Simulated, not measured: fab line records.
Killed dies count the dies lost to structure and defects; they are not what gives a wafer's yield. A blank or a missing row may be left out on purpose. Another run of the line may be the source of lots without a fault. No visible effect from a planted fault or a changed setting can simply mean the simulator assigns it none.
Which tool was responsible? :: flow n5-finfet :: route of 1938 steps, sampled at 1 step: 12 lots, 36 wafers

WHAT EACH GAUGE READ, for each wafer
N5_BEOL_M13_OCD_MEAS_35. Usual: 410 nm for trench-depth-nm, sd 5.8.
lot: L602
measured: day 11 04:31
on: ocd-02
trench-depth-nm (nm): 401 416 412
flag: 

lot: L604
measured: day 12 00:51
on: ocd-01
trench-depth-nm (nm): 413 412 411
flag: 

lot: L608
measured: day 12 05:16
on: ocd-01
trench-depth-nm (nm): 413 413 414
flag: 

lot: L607
measured: day 12 07:13
on: ocd-01
trench-depth-nm (nm): 398 414 404
flag: 

lot: L606
measured: day 12 18:24
on: ocd-02
trench-depth-nm (nm): 407 411 407
flag: 

lot: L615
measured: day 14 07:28
on: ocd-02
trench-depth-nm (nm): 419 418 426
flag: 

lot: L614
measured: day 14 16:55
on: ocd-02
trench-depth-nm (nm): 408 415 404
flag: 

lot: L618
measured: day 14 20:31
on: ocd-01
trench-depth-nm (nm): 411 407 417
flag: 

lot: L621
measured: day 15 05:53
on: ocd-02
trench-depth-nm (nm): 406 408 404
flag: 

lot: L620
measured: day 16 03:15
on: ocd-02
trench-depth-nm (nm): 400 409 403
flag: 

lot: L624
measured: day 16 22:14
on: ocd-01
trench-depth-nm (nm): 408 412 407
flag: 

lot: L623
measured: day 17 04:00
on: ocd-02
trench-depth-nm (nm): 406 417 413
flag: 

WHAT TOOL EACH LOT RAN ON (gives the tool, then ch and the chambers of the sampled wafers, and finally the start)
There is no process step in the record ahead of these readings.

WHAT THE TOOLS THEMSELVES READ (means of the sampled wafers that have a number; where no wafer has one, the mark that the record gives instead)
The record holds no such reading with a usual standard deviation.

THE ANSWER, worked out from the rows above alone
Rule: lot off if the mean of its wafers having a number is beyond 3 standard deviations from the usual mean. A lot without any number at a reading at which 4 lots or more have one is off too. The other lots that the step has rows for count as sound. The gauges are gone through in route order, then the tools' own readings, and for those a lot's mean is taken as printed above. The first step at which some lot is off is used, and at that step the reading that is off furthest; a lot without a number counts as furthest.
No lot is off on any of the readings shown, so nothing can be concluded from this.

WHAT THE SIMULATOR HAD PUT IN
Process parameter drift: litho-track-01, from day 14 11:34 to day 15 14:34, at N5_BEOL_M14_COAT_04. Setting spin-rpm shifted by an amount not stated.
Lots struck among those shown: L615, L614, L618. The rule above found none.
